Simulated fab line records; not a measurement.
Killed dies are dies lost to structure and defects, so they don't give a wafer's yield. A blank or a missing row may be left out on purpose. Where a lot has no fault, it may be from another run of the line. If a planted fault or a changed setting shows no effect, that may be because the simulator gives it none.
Split-lot experiment | flow n5-finfet | 21 wafers read across 7 lots, on a route 1938 steps long

== ABOUT THE SPLIT ==
At N5_MOL_CONTACT_COAG_ETCHBACK_135 (etches SiO2 in CHF3, target depth 25 nm, time 16.7 s), the setting time-s was moved away from the recipe's 16.7 s on 5 of the 21 wafers read, by -10.8% to +19.3%. This setting was run at the recipe's value on the other wafers.

Reading taken at the split's own step.

== THE READING ==
SOC_of_MOL_CONTACT_COAG_COAT_75.thk-nm (the simulator's own value, which no gauge read), in nm, at N5_MOL_CONTACT_COAG_ETCHBACK_135 (etches SiO2 in CHF3, target depth 25 nm, time 16.7 s). The file does not state a usual value for it. Average 57.3 nm, standard deviation 0.18 nm, over the 16 wafers here run with the recipe.

wafer  | tool, chamber at the split | time-s as run, s | against the recipe | SOC_of_MOL_CONTACT_COAG_COAT_75.thk-nm, nm | against lot-mates on the recipe
L076.1 | rie-diel-01, 0             | 16.7             | recipe             | 57.4                                       | -
L076.2 | rie-diel-01, 1,0           | 16.7             | recipe             | 57.6                                       | -
L076.6 | rie-diel-01, 1,0           | 16.7             | recipe             | 57.6                                       | -
L078.1 | rie-diel-02, 1,3,2         | 16.7             | recipe             | 57.2                                       | -
L078.4 | rie-diel-02, 1,3,2         | 16.7             | recipe             | 57.2                                       | -
L078.5 | rie-diel-02, 1,3,2         | 16.7             | recipe             | 57.2                                       | -
L081.3 | rie-diel-05, 1,0           | 16.7             | recipe             | 57.6                                       | -
L081.4 | rie-diel-05, 1,0           | 16.7             | recipe             | 57.6                                       | -
L081.6 | rie-diel-05, 3             | 16.7             | recipe             | 57.4                                       | -
L084.1 | rie-diel-02, 3,2           | 16.7             | recipe             | 57.2                                       | -
L084.6 | rie-diel-02, 3,2           | 16.7             | recipe             | 57.2                                       | -
L084.4 | rie-diel-02, 1             | 16.7             | recipe             | 57.4                                       | -
L085.2 | rie-diel-02, 0             | 19.93            | +19.3%             | 56.6                                       | -0.6
L085.5 | rie-diel-02, 2,3           | 16.7             | recipe             | 57.2                                       | -
L085.6 | rie-diel-02, 2,3           | 16.7             | recipe             | 57.2                                       | -
L088.1 | rie-diel-01, 0             | 16.7             | recipe             | 57                                         | -
L088.5 | rie-diel-01, 1             | 19.67            | +17.8%             | 56.6                                       | -0.4
L088.6 | rie-diel-01, 2             | 19.67            | +17.8%             | 56.4                                       | -0.6
L090.1 | rie-diel-01, 0,1           | 14.89            | -10.8%             | 57.8                                       | +0.4
L090.5 | rie-diel-01, 0,1           | 14.89            | -10.8%             | 57.8                                       | +0.4
L090.2 | rie-diel-01, 1             | 16.7             | recipe             | 57.4                                       | -
Rows listing several chambers each stand for several wafers; the file does not say which wafer went through which chamber.

THE FIT
A straight line over all 21 wafers: SOC_of_MOL_CONTACT_COAG_COAT_75.thk-nm changes by -0.0435 nm for each +1% of time-s; r = -0.89; the points scatter about the line by 0.17 nm.
The same after taking each lot's own level away (the mean of its wafers on the recipe; 21 wafers): -0.0309 nm for each +1%; r = -0.95; scatter 0.076 nm.
That fit puts the effect of the largest move of time-s on the reading at 0.6 nm.
From 57.00 to 57.53 nm: that is the span of the lots' own levels, equal to 2.9 times the standard deviation above.
So the slope is not independent of the lot-to-lot level: the two fits are not the same.
Check: -0.582 nm against its lot-mates is what the line predicts for one of the wafers moved furthest among these (+19.3%) when that wafer is left out of the fit. Against them it came out at -0.6 nm.

== OTHER SPLITS APPLIED TO THESE WAFERS ==
Before the reading, these wafers also passed through other splits. Each is held against what the fit with the lots' levels taken away leaves over:
other split on the same wafers        | wafers away from the commonest value | r with SOC_of_MOL_CONTACT_COAG_COAT_75.thk-nm (lot level and that fit taken away)
N5_HKMG_FIN_DEVELOP_11 develop-time-s | 12                                   | -0.25
N5_MOL_CONTACT_COAG_EXPOSE_05 dose-mj | 8                                    | -0.22
N5_MOL_CONTACT_COAG_ETCH_105 bias-w   | 4                                    | +0.19

== THE FILE'S OWN FIT ==
SOC_of_MOL_CONTACT_COAG_COAT_75.thk-nm changes by -0.0307 nm for each +1% of time-s, r = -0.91.
